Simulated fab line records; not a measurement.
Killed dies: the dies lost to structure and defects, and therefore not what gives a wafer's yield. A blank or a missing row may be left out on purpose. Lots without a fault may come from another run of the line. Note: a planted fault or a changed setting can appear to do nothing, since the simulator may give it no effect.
Which of the tools did it? / flow nandHarc / 38 wafers from 13 lots sampled at 5 of the route's 1159 steps

## WHAT THE GAUGES SHOWED, per wafer
NHARC_END_SORT_01. Usual: killedAtArray 29, standard deviation 11; killedAtOther 0.5, standard deviation 0.85; killedAtPeriphery 3.0, standard deviation 2.3; killedDies 33, standard deviation 12; killedOpen 3.3, standard deviation 1.9; killedShort 2.0, standard deviation 1.5.
lot=L175; measured=day 24 20:12; on=prober-01; killedAtArray=21 32 30; killedAtOther=1 0 0; killedAtPeriphery=3 3 1; killedDies=25 35 31; killedOpen=3 8 3; killedShort=1 1 1; flag=
lot=L178; measured=day 24 16:26; on=prober-02; killedAtArray=16 25 18; killedAtOther=0 0 0; killedAtPeriphery=0 1 1; killedDies=16 26 19; killedOpen=1 2 3; killedShort=1 3 2; flag=
lot=L179; measured=day 25 00:16; on=prober-02; killedAtArray=20 13 27; killedAtOther=0 0 0; killedAtPeriphery=2 4 1; killedDies=22 17 28; killedOpen=2 3 2; killedShort=1 1 3; flag=
lot=L176; measured=day 25 03:59; on=prober-01; killedAtArray=41 33 53; killedAtOther=0 0 0; killedAtPeriphery=4 3 7; killedDies=45 36 60; killedOpen=1 4 6; killedShort=3 1 2; flag=
lot=L184; measured=day 26 11:43; on=prober-01; killedAtArray=30 34 33; killedAtOther=0 0 0; killedAtPeriphery=3 1 1; killedDies=33 35 34; killedOpen=2 4 1; killedShort=6 1 3; flag=
lot=L185; measured=day 26 08:21; on=prober-02; killedAtArray=25 40 30; killedAtOther=3 1 2; killedAtPeriphery=2 1 4; killedDies=30 42 36; killedOpen=3 6 3; killedShort=1 4 3; flag=
lot=L189; measured=day 26 18:39; on=prober-01; killedAtArray=36 39; killedAtOther=0 1; killedAtPeriphery=4 4; killedDies=40 44; killedOpen=3 2; killedShort=4 1; flag=
lot=L190; measured=day 27 03:19; on=prober-01; killedAtArray=39 43 26; killedAtOther=0 0 0; killedAtPeriphery=3 6 3; killedDies=42 49 29; killedOpen=6 3 3; killedShort=0 3 2; flag=
lot=L193; measured=day 27 14:41; on=prober-02; killedAtArray=16 17 15; killedAtOther=0 0 0; killedAtPeriphery=3 0 2; killedDies=19 17 17; killedOpen=1 3 2; killedShort=1 0 4; flag=
lot=L191; measured=day 28 01:59; on=prober-01; killedAtArray=29 22 32; killedAtOther=1 0 0; killedAtPeriphery=3 2 4; killedDies=33 24 36; killedOpen=7 1 4; killedShort=1 0 0; flag=
lot=L192; measured=day 27 12:46; on=prober-01; killedAtArray=34 34 37; killedAtOther=0 0 0; killedAtPeriphery=7 11 5; killedDies=41 45 42; killedOpen=2 1 4; killedShort=0 2 4; flag=
lot=L197; measured=day 29 13:28; on=prober-02; killedAtArray=42 31 32; killedAtOther=2 0 0; killedAtPeriphery=1 2 4; killedDies=45 33 36; killedOpen=2 4 7; killedShort=2 1 2; flag=
lot=L198; measured=day 28 14:04; on=prober-02; killedAtArray=15 18 16; killedAtOther=0 0 0; killedAtPeriphery=0 3 2; killedDies=15 21 18; killedOpen=2 6 2; killedShort=0 3 3; flag=

## WHAT TOOL EACH LOT RAN ON (gives the tool, then ch and the chambers of the sampled wafers, and finally the start)
lot=L175; NHARC_A_CHANNEL_HOLE_D1_ETCH_21=harEtch-02 ch 0,1, day 10 23:08; NHARC_A_CHANNEL_HOLE_D1_ETCH_44=rieDiel-13 ch 1,2,3, day 11 03:25; NHARC_A_CHANNEL_FILL_D1_ALD_14=aldHk-01 ch 0,1,3, day 11 14:10; NHARC_A_CHANNEL_FILL_D1_ETCHBACK_20=rieDiel-07 ch 0,1, day 12 07:58
lot=L178; NHARC_A_CHANNEL_HOLE_D1_ETCH_21=harEtch-01 ch 0,1, day 11 02:53; NHARC_A_CHANNEL_HOLE_D1_ETCH_44=rieDiel-10 ch 0,2, day 11 07:06; NHARC_A_CHANNEL_FILL_D1_ALD_14=aldHk-01 ch 0,1, day 11 15:34; NHARC_A_CHANNEL_FILL_D1_ETCHBACK_20=rieDiel-02 ch 0,2,3, day 12 07:58
lot=L179; NHARC_A_CHANNEL_HOLE_D1_ETCH_21=harEtch-02 ch 0,1, day 11 03:14; NHARC_A_CHANNEL_HOLE_D1_ETCH_44=rieDiel-13 ch 1,3, day 11 07:34; NHARC_A_CHANNEL_FILL_D1_ALD_14=aldHk-01 ch 0,1,3, day 11 15:25; NHARC_A_CHANNEL_FILL_D1_ETCHBACK_20=rieDiel-02 ch 0,2, day 12 08:02
lot=L176; NHARC_A_CHANNEL_HOLE_D1_ETCH_21=harEtch-01 ch 0,1, day 11 06:58; NHARC_A_CHANNEL_HOLE_D1_ETCH_44=rieDiel-10 ch 0,2, day 11 11:16; NHARC_A_CHANNEL_FILL_D1_ALD_14=aldHk-01 ch 1,2, day 11 21:29; NHARC_A_CHANNEL_FILL_D1_ETCHBACK_20=rieDiel-06 ch 0,1,3, day 12 14:43
lot=L184; NHARC_A_CHANNEL_HOLE_D1_ETCH_21=harEtch-01 ch 1, day 11 21:11; NHARC_A_CHANNEL_HOLE_D1_ETCH_44=rieDiel-10 ch 0,3, day 12 01:25; NHARC_A_CHANNEL_FILL_D1_ALD_14=aldHk-01 ch 0,2, day 12 09:44; NHARC_A_CHANNEL_FILL_D1_ETCHBACK_20=rieDiel-02 ch 0,1, day 13 03:18
lot=L185; NHARC_A_CHANNEL_HOLE_D1_ETCH_21=harEtch-02 ch 1, day 11 21:32; NHARC_A_CHANNEL_HOLE_D1_ETCH_44=rieDiel-13 ch 0,2,3, day 12 01:49; NHARC_A_CHANNEL_FILL_D1_ALD_14=aldHk-01 ch 0,1,3, day 12 09:57; NHARC_A_CHANNEL_FILL_D1_ETCHBACK_20=rieDiel-07 ch 0,1, day 13 03:17
lot=L189; NHARC_A_CHANNEL_HOLE_D1_ETCH_21=harEtch-02 ch 0,1, day 12 05:52; NHARC_A_CHANNEL_HOLE_D1_ETCH_44=rieDiel-10 ch 1,2, day 12 10:09; NHARC_A_CHANNEL_FILL_D1_ALD_14=aldHk-01 ch 1,2, day 12 19:48; NHARC_A_CHANNEL_FILL_D1_ETCHBACK_20=rieDiel-02 ch 2,3, day 13 14:50
lot=L190; NHARC_A_CHANNEL_HOLE_D1_ETCH_21=harEtch-01 ch 1, day 12 09:39; NHARC_A_CHANNEL_HOLE_D1_ETCH_44=rieDiel-09 ch 0,1, day 12 13:56; NHARC_A_CHANNEL_FILL_D1_ALD_14=aldHk-04 ch 0,2,3, day 12 19:52; NHARC_A_CHANNEL_FILL_D1_ETCHBACK_20=rieDiel-06 ch 0,2,3, day 13 14:56
lot=L193; NHARC_A_CHANNEL_HOLE_D1_ETCH_21=harEtch-02 ch 0,1, day 12 10:00; NHARC_A_CHANNEL_HOLE_D1_ETCH_44=rieDiel-10 ch 0,1, day 12 14:18; NHARC_A_CHANNEL_FILL_D1_ALD_14=aldHk-02 ch 0,1,2, day 13 02:25; NHARC_A_CHANNEL_FILL_D1_ETCHBACK_20=rieDiel-06 ch 0,3, day 13 19:20
lot=L191; NHARC_A_CHANNEL_HOLE_D1_ETCH_21=harEtch-01 ch 0,1, day 12 13:49; NHARC_A_CHANNEL_HOLE_D1_ETCH_44=rieDiel-09 ch 1,2,3, day 12 18:07; NHARC_A_CHANNEL_FILL_D1_ALD_14=aldHk-02 ch 0,1,3, day 13 03:05; NHARC_A_CHANNEL_FILL_D1_ETCHBACK_20=rieDiel-02 ch 0,2, day 13 19:16
lot=L192; NHARC_A_CHANNEL_HOLE_D1_ETCH_21=harEtch-02 ch 0,1, day 12 14:23; NHARC_A_CHANNEL_HOLE_D1_ETCH_44=rieDiel-10 ch 1,2, day 12 18:30; NHARC_A_CHANNEL_FILL_D1_ALD_14=aldHk-02 ch 0,2,3, day 13 03:22; NHARC_A_CHANNEL_FILL_D1_ETCHBACK_20=rieDiel-07 ch 2,3, day 13 19:20
lot=L197; NHARC_A_CHANNEL_HOLE_D1_ETCH_21=harEtch-02 ch 0, day 13 20:29; NHARC_A_CHANNEL_HOLE_D1_ETCH_44=rieDiel-13 ch 0,1, day 14 00:47; NHARC_A_CHANNEL_FILL_D1_ALD_14=aldHk-04 ch 0,2,3, day 14 11:26; NHARC_A_CHANNEL_FILL_D1_ETCHBACK_20=rieDiel-02 ch 1,2, day 15 04:12
lot=L198; NHARC_A_CHANNEL_HOLE_D1_ETCH_21=harEtch-02 ch 0,1, day 14 00:39; NHARC_A_CHANNEL_HOLE_D1_ETCH_44=rieDiel-13 ch 0,1,3, day 14 04:57; NHARC_A_CHANNEL_FILL_D1_ALD_14=aldHk-02 ch 0,1,3, day 14 14:44; NHARC_A_CHANNEL_FILL_D1_ETCHBACK_20=rieDiel-07 ch 1,2,3, day 15 08:00
- NHARC_A_CHANNEL_HOLE_D1_ETCH_21: etches the open film in C4F8/O2/Ar, time 514.3 s, target depth 1600 nm.
- NHARC_A_CHANNEL_HOLE_D1_ETCH_44: etches the open film in CF4/O2, target depth 140 nm, overetch 14 nm, time 77 s.
- NHARC_A_CHANNEL_FILL_D1_ALD_14: deposits SiO2, target thk 2.5 nm, pulse time 10 s, ald cycles 25.
- NHARC_A_CHANNEL_FILL_D1_ETCHBACK_20: etches the open film in C4F8/O2/Ar, target depth 27 nm, time 13.5 s.

## AS READ BY THE TOOLS THEMSELVES (means over the sampled wafers that have a number; for cases with no such wafer, the mark the record gives instead)
NHARC_A_CHANNEL_HOLE_D1_ETCH_21. Usual: drypumpMotorCurrentA 6.0 A, standard deviation 0.66; showerheadPlenumPTorr 3.73 Torr, standard deviation 0.068; throttleValvePct 32.154 %, standard deviation 0.01.
lot=L175; tool=harEtch-02; drypumpMotorCurrentA (A)=5.5; showerheadPlenumPTorr (Torr)=3.76; throttleValvePct (%)=32.157; flag=
lot=L178; tool=harEtch-01; drypumpMotorCurrentA (A)=6.8; showerheadPlenumPTorr (Torr)=3.70; throttleValvePct (%)=32.159; flag=
lot=L179; tool=harEtch-02; drypumpMotorCurrentA (A)=5.5; showerheadPlenumPTorr (Torr)=3.76; throttleValvePct (%)=32.161; flag=
lot=L176; tool=harEtch-01; drypumpMotorCurrentA (A)=6.7; showerheadPlenumPTorr (Torr)=3.76; throttleValvePct (%)=32.150; flag=
lot=L184; tool=harEtch-01; drypumpMotorCurrentA (A)=6.8; showerheadPlenumPTorr (Torr)=3.63; throttleValvePct (%)=32.150; flag=
lot=L185; tool=harEtch-02; drypumpMotorCurrentA (A)=5.6; showerheadPlenumPTorr (Torr)=3.78; throttleValvePct (%)=32.148; flag=
lot=L189; tool=harEtch-02; drypumpMotorCurrentA (A)=5.4; showerheadPlenumPTorr (Torr)=3.74; throttleValvePct (%)=32.154; flag=
lot=L190; tool=harEtch-01; drypumpMotorCurrentA (A)=6.8; showerheadPlenumPTorr (Torr)=3.63; throttleValvePct (%)=32.152; flag=
lot=L193; tool=harEtch-02; drypumpMotorCurrentA (A)=5.5; showerheadPlenumPTorr (Torr)=3.75; throttleValvePct (%)=32.150; flag=
lot=L191; tool=harEtch-01; drypumpMotorCurrentA (A)=6.8; showerheadPlenumPTorr (Torr)=3.69; throttleValvePct (%)=32.153; flag=
lot=L192; tool=harEtch-02; drypumpMotorCurrentA (A)=5.5; showerheadPlenumPTorr (Torr)=3.74; throttleValvePct (%)=32.145; flag=
lot=L197; tool=harEtch-02; drypumpMotorCurrentA (A)=5.3; showerheadPlenumPTorr (Torr)=3.69; throttleValvePct (%)=32.147; flag=
lot=L198; tool=harEtch-02; drypumpMotorCurrentA (A)=5.4; showerheadPlenumPTorr (Torr)=3.72; throttleValvePct (%)=32.154; flag=

NHARC_A_CHANNEL_HOLE_D1_ETCH_44. Usual: drypumpMotorCurrentA 5.7 A, standard deviation 0.55; oesProductAu 0.996 a.u., standard deviation 0.012; rfVppV 197.6 V, standard deviation 1.6; showerheadPlenumPTorr 1.33 Torr, standard deviation 0.07; throttleValvePct 13.396 %, standard deviation 0.0087.
lot=L175; tool=rieDiel-13; drypumpMotorCurrentA (A)=5.7; oesProductAu (a.u.)=0.988; rfVppV (V)=197.6; showerheadPlenumPTorr (Torr)=1.31; throttleValvePct (%)=13.393; flag=
lot=L178; tool=rieDiel-10; drypumpMotorCurrentA (A)=5.8; oesProductAu (a.u.)=0.992; rfVppV (V)=199.7; showerheadPlenumPTorr (Torr)=1.39; throttleValvePct (%)=13.397; flag=
lot=L179; tool=rieDiel-13; drypumpMotorCurrentA (A)=6.0; oesProductAu (a.u.)=0.990; rfVppV (V)=196.4; showerheadPlenumPTorr (Torr)=1.25; throttleValvePct (%)=13.396; flag=
lot=L176; tool=rieDiel-10; drypumpMotorCurrentA (A)=5.7; oesProductAu (a.u.)=0.990; rfVppV (V)=199.2; showerheadPlenumPTorr (Torr)=1.39; throttleValvePct (%)=13.391; flag=
lot=L184; tool=rieDiel-10; drypumpMotorCurrentA (A)=5.5; oesProductAu (a.u.)=1.002; rfVppV (V)=198.7; showerheadPlenumPTorr (Torr)=1.32; throttleValvePct (%)=13.403; flag=
lot=L185; tool=rieDiel-13; drypumpMotorCurrentA (A)=6.2; oesProductAu (a.u.)=1.002; rfVppV (V)=198.0; showerheadPlenumPTorr (Torr)=1.31; throttleValvePct (%)=13.404; flag=
lot=L189; tool=rieDiel-10; drypumpMotorCurrentA (A)=5.5; oesProductAu (a.u.)=0.985; rfVppV (V)=199.6; showerheadPlenumPTorr (Torr)=1.40; throttleValvePct (%)=13.399; flag=
lot=L190; tool=rieDiel-09; drypumpMotorCurrentA (A)=6.3; oesProductAu (a.u.)=0.994; rfVppV (V)=198.9; showerheadPlenumPTorr (Torr)=1.37; throttleValvePct (%)=13.400; flag=
lot=L193; tool=rieDiel-10; drypumpMotorCurrentA (A)=5.5; oesProductAu (a.u.)=0.999; rfVppV (V)=198.0; showerheadPlenumPTorr (Torr)=1.37; throttleValvePct (%)=13.395; flag=
lot=L191; tool=rieDiel-09; drypumpMotorCurrentA (A)=5.5; oesProductAu (a.u.)=0.997; rfVppV (V)=198.2; showerheadPlenumPTorr (Torr)=1.36; throttleValvePct (%)=13.395; flag=
lot=L192; tool=rieDiel-10; drypumpMotorCurrentA (A)=5.6; oesProductAu (a.u.)=0.995; rfVppV (V)=199.1; showerheadPlenumPTorr (Torr)=1.40; throttleValvePct (%)=13.393; flag=
lot=L197; tool=rieDiel-13; drypumpMotorCurrentA (A)=5.9; oesProductAu (a.u.)=0.993; rfVppV (V)=194.8; showerheadPlenumPTorr (Torr)=1.25; throttleValvePct (%)=13.395; flag=
lot=L198; tool=rieDiel-13; drypumpMotorCurrentA (A)=5.9; oesProductAu (a.u.)=0.987; rfVppV (V)=195.9; showerheadPlenumPTorr (Torr)=1.25; throttleValvePct (%)=13.398; flag=

NHARC_A_CHANNEL_FILL_D1_ALD_14. Usual: heaterPowerW 446 W, standard deviation 35; precursorPulseHeightRel 0.999, standard deviation 0.021.
lot=L175; tool=aldHk-01; heaterPowerW (W)=436; precursorPulseHeightRel=0.989; flag=
lot=L178; tool=aldHk-01; heaterPowerW (W)=452; precursorPulseHeightRel=0.979; flag=
lot=L179; tool=aldHk-01; heaterPowerW (W)=441; precursorPulseHeightRel=1.002; flag=
lot=L176; tool=aldHk-01; heaterPowerW (W)=456; precursorPulseHeightRel=1.002; flag=
lot=L184; tool=aldHk-01; heaterPowerW (W)=449; precursorPulseHeightRel=0.984; flag=
lot=L185; tool=aldHk-01; heaterPowerW (W)=445; precursorPulseHeightRel=1.000; flag=
lot=L189; tool=aldHk-01; heaterPowerW (W)=457; precursorPulseHeightRel=1.011; flag=
lot=L190; tool=aldHk-04; heaterPowerW (W)=428; precursorPulseHeightRel=0.990; flag=
lot=L193; tool=aldHk-02; heaterPowerW (W)=437; precursorPulseHeightRel=1.021; flag=
lot=L191; tool=aldHk-02; heaterPowerW (W)=468; precursorPulseHeightRel=0.991; flag=
lot=L192; tool=aldHk-02; heaterPowerW (W)=451; precursorPulseHeightRel=0.992; flag=
lot=L197; tool=aldHk-04; heaterPowerW (W)=433; precursorPulseHeightRel=1.015; flag=
lot=L198; tool=aldHk-02; heaterPowerW (W)=466; precursorPulseHeightRel=1.007; flag=

NHARC_A_CHANNEL_FILL_D1_ETCHBACK_20. Usual: oesProductAu 0.97 a.u., standard deviation 0.037; rfVppV 981 V, standard deviation 5.8.
lot=L175; tool=rieDiel-07; oesProductAu (a.u.)=1.00; rfVppV (V)=982; flag=
lot=L178; tool=rieDiel-02; oesProductAu (a.u.)=0.95; rfVppV (V)=978; flag=
lot=L179; tool=rieDiel-02; oesProductAu (a.u.)=0.91; rfVppV (V)=984; flag=
lot=L176; tool=rieDiel-06; oesProductAu (a.u.)=1.00; rfVppV (V)=984; flag=
lot=L184; tool=rieDiel-02; oesProductAu (a.u.)=0.92; rfVppV (V)=985; flag=
lot=L185; tool=rieDiel-07; oesProductAu (a.u.)=0.98; rfVppV (V)=982; flag=
lot=L189; tool=rieDiel-02; oesProductAu (a.u.)=0.93; rfVppV (V)=972; flag=
lot=L190; tool=rieDiel-06; oesProductAu (a.u.)=1.00; rfVppV (V)=979; flag=
lot=L193; tool=rieDiel-06; oesProductAu (a.u.)=1.00; rfVppV (V)=982; flag=
lot=L191; tool=rieDiel-02; oesProductAu (a.u.)=0.92; rfVppV (V)=981; flag=
lot=L192; tool=rieDiel-07; oesProductAu (a.u.)=0.99; rfVppV (V)=985; flag=
lot=L197; tool=rieDiel-02; oesProductAu (a.u.)=0.99; rfVppV (V)=979; flag=
lot=L198; tool=rieDiel-07; oesProductAu (a.u.)=0.91; rfVppV (V)=984; flag=

## THE ANSWER, worked out from the rows above alone
Rule: a lot counts as off when the mean over its wafers that have a number is more than 3 standard deviations away from the usual mean. A lot without any number at a reading at which 4 lots or more have one is off too. Where the step has rows for the other lots, those lots are counted as sound. After the gauges, taken in route order, come the tools' own readings; for these a lot's mean is taken, as printed above. At the first step where some lot is off, the reading lying furthest off is the one used; lots without a number count as furthest.
Across all readings shown, no lot is off: no conclusion can be drawn from this.

## WHAT THE SIMULATOR PUT IN
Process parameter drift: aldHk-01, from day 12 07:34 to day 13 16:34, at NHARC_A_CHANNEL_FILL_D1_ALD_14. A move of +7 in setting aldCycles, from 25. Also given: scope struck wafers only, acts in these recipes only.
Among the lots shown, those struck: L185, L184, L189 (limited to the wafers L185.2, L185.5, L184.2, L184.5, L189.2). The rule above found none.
